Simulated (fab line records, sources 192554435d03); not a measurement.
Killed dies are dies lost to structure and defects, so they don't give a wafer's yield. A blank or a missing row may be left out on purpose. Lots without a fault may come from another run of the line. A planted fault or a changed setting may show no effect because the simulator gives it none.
One fault seen from 2 desks | flow n5_finfet | each desk has only its own numbers; what lay behind them comes last

THE METROLOGY DESK
What the gauges read, lot by lot, whatever tool the lot ran on: means of the sampled wafers that have a number. A lot is out of limits, marked OUT, if its mean lies more than 4 standard deviations from the usual mean; the brackets give that distance. Of its 11 readings 7 are shown: those that lie furthest out on some lot.
Columns: A = IOFF_N at N5_BEOL_M4_RC_MEAS_101, usual 0.17 nA/um; B = IOFF_P at N5_BEOL_M4_RC_MEAS_101, usual 0.21 nA/um; C = ION_P at N5_BEOL_M4_RC_MEAS_101, usual 462 uA/um; D = SS_N at N5_BEOL_M4_RC_MEAS_101, usual 71.6 mV/dec; E = VT_N at N5_BEOL_M4_RC_MEAS_101, usual 250 mV; F = VT_P at N5_BEOL_M4_RC_MEAS_101, usual -250 mV; G = M14_ILD_THK at N5_BEOL_M14_THK_MEAS_01, usual 1119 nm
lot  | first seen here | A    | B    | C   | D    | E   | F    | G
L664 | day 9 02:22     | 0.17 | 0.23 | 468 | 71.4 | 248 | -247 | 1126
L668 | day 10 06:04    | 0.24 | 0.29 | 473 | 72.2 | 244 | -245 | 1124
L669 | day 10 20:36    | 0.13 | 0.17 | 462 | 70.9 | 253 | -253 | 1122
L678 | day 12 13:56    | 0.14 | 0.19 | 457 | 71.4 | 253 | -255 | -
L677 | day 13 00:13    | 0.19 | 0.24 | 469 | 71.4 | 245 | -249 | -
L683 | day 14 05:31    | 0.13 | 0.16 | 450 | 72.0 | 254 | -258 | 1098
L684 | day 14 19:44    | 0.19 | 0.24 | 467 | 72.3 | 248 | -248 | 1127
L686 | day 15 03:29    | 0.16 | 0.21 | 466 | 71.3 | 250 | -248 | 1104
L685 | day 15 10:08    | 0.18 | 0.26 | 470 | 72.8 | 250 | -246 | 1136
L687 | day 15 13:25    | 0.14 | 0.18 | 460 | 71.5 | 255 | -255 | 1129
This desk's finding: nothing out of limits on any of the 10 lots.

THE TOOL OWNER'S DESK: pecvd-03
The tool's own readings at N5_BEOL_M13_DEP_53 (deposits SiCN from 3MS/NH3, target thk 50 nm, time 17.8 s): means of the sampled wafers that have a number, for each lot that ran on this tool. A lot is out of limits, marked OUT, if its mean lies more than 4 standard deviations from the usual mean; the brackets give that distance.
Columns: A = chamber_pressure_Torr at N5_BEOL_M13_DEP_53, usual 3.000 Torr; B = rf_fwd_power_W at N5_BEOL_M13_DEP_53, usual 667 W; C = showerhead_plenum_p_Torr at N5_BEOL_M13_DEP_53, usual 4.166 Torr; D = throttle_valve_pct at N5_BEOL_M13_DEP_53, usual 18.4 %
lot  | first seen here | A     | B   | C     | D
L664 | day 12 09:26    | 2.999 | 663 | 4.169 | 18.7
L668 | day 13 09:44    | 3.007 | 665 | 4.188 | 17.3
L684 | day 18 13:59    | 3.001 | 666 | 4.168 | 18.9
L685 | day 20 02:04    | 2.996 | 665 | 4.153 | 18.0
This desk's finding: nothing out of limits on any of the 4 lots.

PUT TOGETHER
The metrology desk saw nothing out of limits.
The tool owner's desk saw nothing out of limits.

WHAT THE SIMULATOR HAD PUT IN
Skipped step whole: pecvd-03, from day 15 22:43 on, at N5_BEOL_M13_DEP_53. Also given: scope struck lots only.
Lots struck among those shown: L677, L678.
